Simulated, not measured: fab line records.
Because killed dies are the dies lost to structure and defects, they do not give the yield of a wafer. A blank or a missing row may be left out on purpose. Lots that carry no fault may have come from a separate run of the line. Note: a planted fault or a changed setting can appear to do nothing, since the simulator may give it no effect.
fab line records | flow n5_finfet
record lots=7 | wafers=39
route steps=1938 shown HKMG_FIN@386 MOL_CONTACT_COAG@547 BEOL_M0_SAQP@636 BEOL_M4@1037
start_h: the number of hours between the record's first day and the start of the first shown wafer of the lot | wait_h: time in hours since the lot's previous step | " unchanged from the row above | L1.1+2: several wafers, shown together as one row | - no value, or no start given | * or withheld: withheld | < > ~ a bound
route shown NAME@n: NAME is a module with steps in the file, n the number in the route of the first one | usual: mean and standard deviation over wafers with no fault | same: alike in all rows | chamber/n: place in a boat | sites: readings site by site | _std_site: standard deviation across them | _edge_site: outer sites' mean less inner sites' | radius_mm: how far each site lies from the wafer's centre | mask NAME#n: copy n | behind: the most recent tool/chamber to have shaped the wafer | hold: why the lot went on hold/how many hours it stayed there/how the hold came to an end | device: whichever transistor did not switch (one of n, p or np) | end of line: tests of these same wafers at the route's end | a step without rows: its recipe alone | killed: dies lost to structure and defects at the first sort, not the wafer's yield | map: per-die view of a wafer (x killed, . not killed, _ where there is no die)
set.NAME: setting as actually run; set.NAME@STEP: the setting as run at that earlier step | model.NAME: the simulator's own value behind a step, which no gauge read
lots whose settings were changed on purpose; a table a step, a row a wafer
## steps
# step N5_HKMG_FIN_HK_ALD_01
# recipe material=HfO2 | target_thk_a=16 | temp_c=withheld | ald_precursor_family=HfCl4 | ald_co_reactant=H2O | pulse_time_s=3 | purge_time_s=3 | co_reactant_purge_time_s=2.5 | co_reactant_pulse_time_s=0.3 | ald_cycles=30
lot.wafer        | tool      | chamber     | start_h | wait_h | set.ald_cycles | model.HfO2_of_HKMG_FIN_HK_ALD_01.thk_nm
L075.1+5+6       | ald_hk-01 | 0,2,3       | 78.90   | 0.0    | 45             | 2.4
L075.2+3+4       | "         | 1,2,3       | "       | "      | 30             | 1.6
L084.1+2+6       | ald_hk-01 | 0,1,2       | 131.96  | 0.0    | 30             | 1.6
L084.3+4+5       | "         | 2,3,3       | "       | "      | 37             | 2
L086.1+2+3+4+5+6 | ald_hk-02 | 1,3,0,2,3,0 | 146.55  | 0.0    | 30             | 1.6
L090.1+3+4       | ald_hk-01 | 0,1,2       | 167.15  | 0.0    | 30             | 1.6
L090.2+5+6       | "         | 3,3,0       | "       | "      | 25             | 1.4
L091.1+2+4       | ald_hk-01 | 2,1,0       | 172.18  | 0.0    | 30             | 1.6
L094.1+4+5       | ald_hk-03 | 3,1,2       | 192.49  | 0.0    | 30             | 1.6
L094.2+3+6       | "         | 0,2,1       | "       | "      | 20             | 1
L095.1+3+5       | ald_hk-01 | 3,0,0       | 204.44  | 0.0    | 18             | 1
L095.2+4+6       | "         | 2,1,1       | "       | "      | 30             | 1.6
# step N5_HKMG_FIN_HK_ANNEAL_02
# recipe temp_c=700 | time_s=30 | ambient=N2 | idle_temp_c=600 | ramp_up_c_per_s=150 | ramp_down_c_per_s=60 | cool_to_c=600
# step N5_HKMG_FIN_ALD_74
# recipe material=La2O3 | target_thk_a=5 | temp_c=250 | ald_precursor_family=La-Cp | ald_co_reactant=O3 | pulse_time_s=6 | co_reactant_pulse_time_s=1 | purge_time_s=3 | co_reactant_purge_time_s=3
# step N5_HKMG_FIN_WET_ETCH_82
# recipe chemistry=dHCl | mix=1:10000 | temp_c=25 | target=La2O3 | stop_on=HfO2 | target_depth_nm=2 | dry=ipa_marangoni | rinse_time_s=30 | rinse_temp_c=23
# step N5_HKMG_FIN_ALD_36
# recipe material=TiN | target_thk_a=10 | temp_c=400 | ald_precursor_family=TiCl4 | ald_co_reactant=NH3 | pulse_time_s=1 | purge_time_s=3 | co_reactant_purge_time_s=2 | co_reactant_pulse_time_s=2 | ald_cycles=47 | pressure_torr=3
# step N5_HKMG_FIN_THK_MEAS_70
# recipe thk_meas_gauge=xrf | reads=HfO2_of_HKMG_FIN_HK_ALD_01
# usual HK_THK=1.598/0.019
lot.wafer | tool          | chamber | start_h | wait_h | set.ald_cycles@HKMG_FIN_HK_ALD_01 | HK_THK[nm]
L075.1    | film_metro-01 | -       | 83.08   | 0.2    | 45                                | 2.412
L075.2    | "             | -       | "       | "      | 30                                | 1.582
L075.3    | "             | -       | "       | "      | 30                                | 1.606
L075.4    | "             | -       | "       | "      | 30                                | 1.604
L075.5    | "             | -       | "       | "      | 45                                | 2.422
L075.6    | "             | -       | "       | "      | 45                                | 2.393
L084.1    | film_metro-02 | -       | 135.75  | 0.2    | 30                                | 1.623
L084.2    | "             | -       | "       | "      | 30                                | 1.635
L084.3    | "             | -       | "       | "      | 37                                | 1.970
L084.4    | "             | -       | "       | "      | 37                                | 1.935
L084.5    | "             | -       | "       | "      | 37                                | 1.972
L084.6    | "             | -       | "       | "      | 30                                | 1.566
L086.1    | film_metro-02 | -       | 150.28  | 0.2    | 30                                | 1.624
L086.2    | "             | -       | "       | "      | 30                                | 1.604
L086.3    | "             | -       | "       | "      | 30                                | 1.562
L086.4    | "             | -       | "       | "      | 30                                | 1.550
L086.5    | "             | -       | "       | "      | 30                                | 1.611
L086.6    | "             | -       | "       | "      | 30                                | 1.598
L090.1    | film_metro-02 | -       | 171.01  | 0.2    | 30                                | 1.590
L090.2    | "             | -       | "       | "      | 25                                | 1.332
L090.3    | "             | -       | "       | "      | 30                                | 1.625
L090.4    | "             | -       | "       | "      | 30                                | 1.579
L090.5    | "             | -       | "       | "      | 25                                | 1.309
L090.6    | "             | -       | "       | "      | 25                                | 1.314
L091.1    | film_metro-01 | -       | 176.83  | 0.2    | 30                                | 1.620
L091.2    | "             | -       | "       | "      | 30                                | 1.616
L091.4    | "             | -       | "       | "      | 30                                | 1.607
L094.1    | film_metro-02 | -       | 196.45  | 0.2    | 30                                | 1.609
L094.2    | "             | -       | "       | "      | 20                                | 1.084
L094.3    | "             | -       | "       | "      | 20                                | 1.051
L094.4    | "             | -       | "       | "      | 30                                | 1.563
L094.5    | "             | -       | "       | "      | 30                                | 1.580
L094.6    | "             | -       | "       | "      | 20                                | 1.063
L095.1    | film_metro-02 | -       | 208.08  | 0.2    | 18                                | 0.969
L095.2    | "             | -       | "       | "      | 30                                | 1.599
L095.3    | "             | -       | "       | "      | 18                                | 0.959
L095.4    | "             | -       | "       | "      | 30                                | 1.630
L095.5    | "             | -       | "       | "      | 18                                | 0.921
L095.6    | "             | -       | "       | "      | 30                                | 1.588
# step N5_MOL_CONTACT_COAG_SPUTTER_143
# recipe material=Co | target_thk_a=25 | temp_c=25 | chamber_pressure_pa=0.2
lot.wafer      | tool           | chamber | start_h | wait_h | set.target_thk_a | model.Co_of_MOL_CONTACT_COAG_SPUTTER_143.thk_nm
L075.1+3       | pvd_sputter-03 | -       | 98.83   | 0.0    | 25               | 2.8
L075.2+5+6     | "              | -       | "       | "      | 19.32            | 2
L075.4         | "              | -       | "       | "      | 25               | 2.6
L084.1         | pvd_sputter-01 | -       | 151.13  | 0.0    | 25               | 2.4
L084.2+4       | "              | -       | "       | "      | 25               | 2.6
L084.3+5+6     | "              | -       | "       | "      | 31.31            | 3.2
L086.1         | pvd_sputter-03 | -       | 174.45  | 0.0    | 29.19            | 2.8
L086.2+3+4     | "              | -       | "       | "      | 25               | 2.6
L086.5+6       | "              | -       | "       | "      | 29.19            | 3
L090.1         | pvd_sputter-02 | -       | 186.31  | 0.0    | 11.25            | 1.2
L090.2+5       | "              | -       | "       | "      | 25               | 2.4
L090.3+6       | "              | -       | "       | "      | 11.25            | 1
L090.4         | "              | -       | "       | "      | 25               | 2.6
L091.1         | pvd_sputter-01 | -       | 194.15  | 0.0    | 25               | 2.4
L091.2+4       | "              | -       | "       | "      | 25               | 2.6
L094.1+3+6     | pvd_sputter-01 | -       | 213.41  | 0.0    | 25               | 2.6
L094.2         | "              | -       | "       | "      | 25               | 2.2
L094.4+5       | "              | -       | "       | "      | 25               | 2.4
L095.1+2+3+4+5 | pvd_sputter-03 | -       | 224.78  | 0.0    | 25               | 2.6
L095.6         | "              | -       | "       | "      | 25               | 2.4
# step N5_BEOL_M0_SAQP_PECVD_96
# recipe material=a-Si | target_thk_a=450 | temp_c=350 | precursor=SiH4/He | pressure_torr=3 | rf_w=100 | time_s=45.2
lot.wafer | tool     | chamber | start_h | wait_h | set.time_s | model.a-Si_of_BEOL_M0_SAQP_PECVD_96.thk_nm
L075.1+6  | pecvd-02 | 1,0     | 116.51  | 0.0    | 29.57      | 29.4
L075.2    | "        | 2       | "       | "      | 29.57      | 28
L075.3    | "        | 0       | "       | "      | 45.2       | 44.4
L075.4    | "        | 1       | "       | "      | 45.2       | 45.4
L075.5    | "        | 2       | "       | "      | 45.2       | 44.2
L084.1    | pecvd-02 | 2       | 165.58  | 0.0    | 45.2       | 44.2
L084.2    | "        | 0       | "       | "      | 45.2       | 45
L084.3    | "        | 1       | "       | "      | 45.2       | 45.2
L084.4    | "        | 1       | "       | "      | 45.2       | 46.2
L084.5    | "        | 0       | "       | "      | 45.2       | 44.8
L084.6    | "        | 2       | "       | "      | 45.2       | 45.4
L086.1    | pecvd-02 | 2       | 190.62  | 0.0    | 45.2       | 44
L086.2    | "        | 1       | "       | "      | 45.2       | 44.6
L086.3+4  | "        | 0,2     | "       | "      | 45.2       | 44.4
L086.5    | "        | 0       | "       | "      | 45.2       | 45.2
L086.6    | "        | 1       | "       | "      | 45.2       | 45.6
L090.1    | pecvd-04 | 2       | 204.42  | 0.0    | 29.45      | 29
L090.2    | "        | 0       | "       | "      | 29.45      | 28.4
L090.3    | "        | 1       | "       | "      | 29.45      | 28.2
L090.4    | "        | 2       | "       | "      | 45.2       | 45.4
L090.5    | "        | 0       | "       | "      | 45.2       | 45.2
L090.6    | "        | 1       | "       | "      | 45.2       | 44.4
L091.1    | pecvd-04 | 2       | 209.60  | 0.0    | 45.2       | 44.2
L091.2    | "        | 1       | "       | "      | 45.2       | 43.8
L091.4    | "        | 2       | "       | "      | 45.2       | 45.6
L094.1    | pecvd-03 | 2       | 231.23  | 0.0    | 45.2       | 45.2
L094.2    | "        | 0       | "       | "      | 69.52      | 68.6
L094.3    | "        | 1       | "       | "      | 45.2       | 44.6
L094.4    | "        | 2       | "       | "      | 45.2       | 45
L094.5    | "        | 0       | "       | "      | 69.52      | 70
L094.6    | "        | 1       | "       | "      | 69.52      | 70.4
L095.1    | pecvd-02 | 1       | 240.08  | 0.0    | 45.2       | 45
L095.2+4  | "        | 2       | "       | "      | 18.87      | 19
L095.3    | "        | 0       | "       | "      | 18.87      | 19.2
L095.5+6  | "        | 1,0     | "       | "      | 45.2       | 46
# step N5_BEOL_M0_SAQP_PECVD_97
# recipe material=SiNx | target_thk_a=230 | temp_c=350 | precursor=SiH4/NH3/N2 | pressure_torr=1.5 | rf_w=300 | time_s=19.9
# step N5_BEOL_M0_SAQP_PECVD_04
# recipe material=a-Si | target_thk_a=600 | temp_c=350 | precursor=SiH4/He | pressure_torr=3 | rf_w=100 | time_s=60.2
# step N5_BEOL_M0_SAQP_ETCH_101
# recipe chemistry=CH3F/O2 | target=SiNx | mask_material=SiO2 | target_depth_a=299 | time_s=42.7 | pressure_mtorr=30 | source_w=395 | bias_w=73 | Ar_flow_sccm=150 | CH3F_flow_sccm=30 | O2_flow_sccm=20 | ion_energy_ev=120
# step N5_BEOL_M0_SAQP_ETCH_102
# recipe chemistry=CF4 | target=SiO2 | target_depth_a=40 | ion_energy_ev=350 | time_s=4.4 | pressure_mtorr=10 | icp_w=800 | bias_w=400 | cf4_flow_sccm=80
# step N5_BEOL_M0_SAQP_MANDREL_ETCH_103
# recipe chemistry=HBr/Cl2 | target=a-Si | target_depth_a=450 | bt_time_s=10 | stop_on=SiCN | mask_material=SiO2 | over_etch_frac=0.8 | time_s=27 | pressure_mtorr=10 | icp_w=800 | bias_w=75 | HBr_flow_sccm=150 | Cl2_flow_sccm=80 | ends=end_point
# usual oes_product_au=0.680/0.012
lot.wafer | tool      | chamber | start_h | wait_h | set.time_s@BEOL_M0_SAQP_PECVD_96 | oes_product_au | model.etch.depth_nm
L075.1    | rie_si-03 | 1       | 119.21  | 0.0    | 29.57                            | 0.552          | 29.5
L075.2    | "         | 2       | "       | "      | 29.57                            | 0.533          | 28.07
L075.3    | "         | 3       | "       | "      | 45.2                             | 0.681          | 44.41
L075.4    | "         | 0       | "       | "      | 45.2                             | 0.670          | 45.42
L075.5    | "         | 0       | "       | "      | 45.2                             | 0.653          | 44.3
L075.6    | "         | 1       | "       | "      | 29.57                            | 0.556          | 29.33
L084.1    | rie_si-02 | 3       | 168.13  | 0.0    | 45.2                             | 0.678          | 44.27
L084.2    | "         | 1       | "       | "      | 45.2                             | 0.692          | 44.97
L084.3    | "         | 2       | "       | "      | 45.2                             | 0.690          | 45.13
L084.4    | "         | 0       | "       | "      | 45.2                             | 0.692          | 46.15
L084.5    | "         | 0       | "       | "      | 45.2                             | 0.671          | 44.73
L084.6    | "         | 1       | "       | "      | 45.2                             | 0.692          | 45.34
L086.1    | rie_si-03 | 1       | 193.30  | 0.0    | 45.2                             | 0.683          | 44.08
L086.2    | "         | 2       | "       | "      | 45.2                             | 0.683          | 44.62
L086.3    | "         | 3       | "       | "      | 45.2                             | 0.677          | 44.49
L086.4    | "         | 0       | "       | "      | 45.2                             | 0.666          | 44.49
L086.5    | "         | 0       | "       | "      | 45.2                             | 0.663          | 45.2
L086.6    | "         | 1       | "       | "      | 45.2                             | 0.703          | 45.55
L090.1    | rie_si-04 | 0       | 207.18  | 0.0    | 29.45                            | 0.551          | 28.99
L090.2    | "         | 1       | "       | "      | 29.45                            | 0.534          | 28.45
L090.3    | "         | 2       | "       | "      | 29.45                            | 0.521          | 28.19
L090.4    | "         | 3       | "       | "      | 45.2                             | 0.685          | 45.37
L090.5    | "         | 2       | "       | "      | 45.2                             | 0.670          | 45.12
L090.6    | "         | 1       | "       | "      | 45.2                             | 0.669          | 44.4
L091.1    | rie_si-03 | 3       | 212.38  | 0.0    | 45.2                             | 0.677          | 44.22
L091.2    | "         | 0       | "       | "      | 45.2                             | 0.649          | 43.88
L091.4    | "         | 2       | "       | "      | 45.2                             | 0.694          | 45.6
L094.1    | rie_si-04 | 3       | 233.84  | 0.0    | 45.2                             | 0.676          | 45.26
L094.2    | "         | 1       | "       | "      | 69.52                            | 0.882          | 68.69
L094.3    | "         | 0       | "       | "      | 45.2                             | 0.680          | 44.7
L094.4    | "         | 2       | "       | "      | 45.2                             | 0.666          | 44.99
L094.5    | "         | 2       | "       | "      | 69.52                            | 0.888          | 70.08
L094.6    | "         | 3       | "       | "      | 69.52                            | 0.894          | 70.41
L095.1    | rie_si-02 | 1       | 243.00  | 0.0    | 45.2                             | 0.695          | 45.05
L095.2    | "         | 2       | "       | "      | 18.87                            | 0.469          | 19.05
L095.3    | "         | 3       | "       | "      | 18.87                            | 0.458          | 19.12
L095.4    | "         | 0       | "       | "      | 18.87                            | 0.454          | 19.04
L095.5    | "         | 3       | "       | "      | 45.2                             | 0.696          | 45.92
L095.6    | "         | 0       | "       | "      | 45.2                             | 0.680          | 46.03
# step N5_BEOL_M4_DESCUM_16
# recipe chemistry=O2 | time_s=7 | source_power_w=50 | bias_power_w=20 | pressure_mtorr=20 | rf_frequency_hz=2.712e+07 | temp_c=40 | resist=CAR-EUV | o2_flow_sccm=225
lot.wafer        | tool        | chamber     | start_h | wait_h | set.time_s | model.CAR-EUV_of_BEOL_M4_COAT_05.thk_nm
L075.1+3         | rie_diel-05 | 2,1         | 167.14  | 0.0    | 3.365      | 27.8
L075.2           | "           | 3           | "       | "      | 3.365      | 28
L075.4+5+6       | "           | 0,3,2       | "       | "      | 7          | 26
L084.1+2+5       | rie_diel-05 | 2,3,0       | 213.08  | 0.2    | 7          | 26
L084.3+4+6       | "           | 1,0,1       | "       | "      | 8.336      | 25.4
L086.1+3+4       | rie_diel-05 | 3,0,1       | 237.61  | 0.2    | 7          | 26
L086.2+5+6       | "           | 2,1,2       | "       | "      | 9.408      | 24.8
L091.1+2+4       | rie_diel-05 | 0,3,2       | 259.69  | 0.0    | 7          | 26.2
L090.1+2+6       | rie_diel-01 | 3,1,3       | 261.58  | 0.0    | 8.588      | 25.4
L090.3           | "           | 0           | "       | "      | 7          | 26.2
L090.4+5         | "           | 2           | "       | "      | 7          | 26
L094.1+2+4+5     | rie_diel-03 | 2,0,2,3     | 295.83  | 0.0    | 7          | 26
L094.3+6         | "           | 3,0         | "       | "      | 7          | 26.2
L095.1+2+3+4+5+6 | rie_diel-01 | 1,3,0,2,0,3 | 325.58  | 0.1    | 7          | 26
## key
split step=N5_HKMG_FIN_HK_ALD_01 | setting=ald_cycles | stated=30 | by=wafer
response step=N5_HKMG_FIN_HK_ALD_01 | reading=model.HfO2_of_HKMG_FIN_HK_ALD_01.thk_nm | change=+0.016 | per=1% | r=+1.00
response step=N5_HKMG_FIN_THK_MEAS_70 | reading=HK_THK | change=+0.0161 | per=1% | r=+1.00
split step=N5_MOL_CONTACT_COAG_SPUTTER_143 | setting=target_thk_a | stated=25 | by=wafer
response step=N5_MOL_CONTACT_COAG_SPUTTER_143 | reading=model.Co_of_MOL_CONTACT_COAG_SPUTTER_143.thk_nm | change=+0.026 | per=1% | r=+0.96
split step=N5_BEOL_M0_SAQP_PECVD_96 | setting=time_s | stated=45.2 | by=wafer
response step=N5_BEOL_M0_SAQP_PECVD_96 | reading=model.a-Si_of_BEOL_M0_SAQP_PECVD_96.thk_nm | change=+0.46 | per=1% | r=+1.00
response step=N5_BEOL_M0_SAQP_MANDREL_ETCH_103 | reading=oes_product_au | change=+0.00391 | per=1% | r=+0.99
response step=N5_BEOL_M0_SAQP_MANDREL_ETCH_103 | reading=model.etch.depth_nm | change=+0.46 | per=1% | r=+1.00
split step=N5_BEOL_M4_DESCUM_16 | setting=time_s | stated=7 | by=wafer
response step=N5_BEOL_M4_DESCUM_16 | reading=model.CAR-EUV_of_BEOL_M4_COAT_05.thk_nm | change=-0.0346 | per=1% | r=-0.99
